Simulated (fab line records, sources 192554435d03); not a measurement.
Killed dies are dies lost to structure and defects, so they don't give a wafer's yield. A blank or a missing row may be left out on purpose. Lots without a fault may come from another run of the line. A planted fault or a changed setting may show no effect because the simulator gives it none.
Chamber matching | flow n5_finfet | N5_BEOL_M3_STRIP_36 on rie_diel-04: 4 sister chambers
The step strips in N2/H2. 8 wafers are shown with their chamber, then 8 later ones without.

WAFERS WITH THEIR CHAMBER
wafer  | chamber | throttle_valve_pct (%) | showerhead_plenum_p_Torr (Torr)
L074.1 | 3       | 23.80                  | 2.63
L074.3 | 2       | 23.39                  | 2.41
L082.1 | 2       | 23.42                  | 2.40
L085.5 | 3       | 23.79                  | 2.62
L086.1 | 1       | 24.23                  | 2.63
L086.3 | 0       | 23.37                  | 2.54
L086.5 | 1       | 24.21                  | 2.63
L089.1 | 0       | 23.40                  | 2.54

WAFERS WITHOUT THEIR CHAMBER
wafer  | throttle_valve_pct (%) | showerhead_plenum_p_Torr (Torr)
L089.4 | 23.45                  | 2.40
L089.6 | 23.77                  | 2.62
L091.2 | 24.24                  | 2.63
L091.5 | 23.42                  | 2.54
L091.6 | 24.19                  | 2.63
L095.2 | 23.83                  | 2.61
L095.5 | 23.81                  | 2.62
L095.6 | 23.40                  | 2.53

WHICH CHAMBER EACH WENT THROUGH
wafer  | from the rows above | in truth
L089.4 | 2                   | 2
L089.6 | 3                   | 3
L091.2 | 1                   | 1
L091.5 | 0                   | 0
L091.6 | 1                   | 1
L095.2 | 3                   | 3
L095.5 | 3                   | 3
L095.6 | 0                   | 0
Placed correctly: 8 of 8. Can't be placed from these rows: 0. Placed wrongly: 0.
How it was worked out, from the rows above alone: a wafer's distance from a chamber is the root of the sum, over the readings, of the square of ((its reading less the chamber's mean) divided by the reading's scatter). The wafer belongs to the nearest chamber; if the next one is less than 2 further off, it can't be placed. A chamber's mean is the mean of its shown wafers. The scatter: the root of (the sum of the squares of (reading less its chamber's mean) over the shown wafers, divided by (wafers less chambers)).
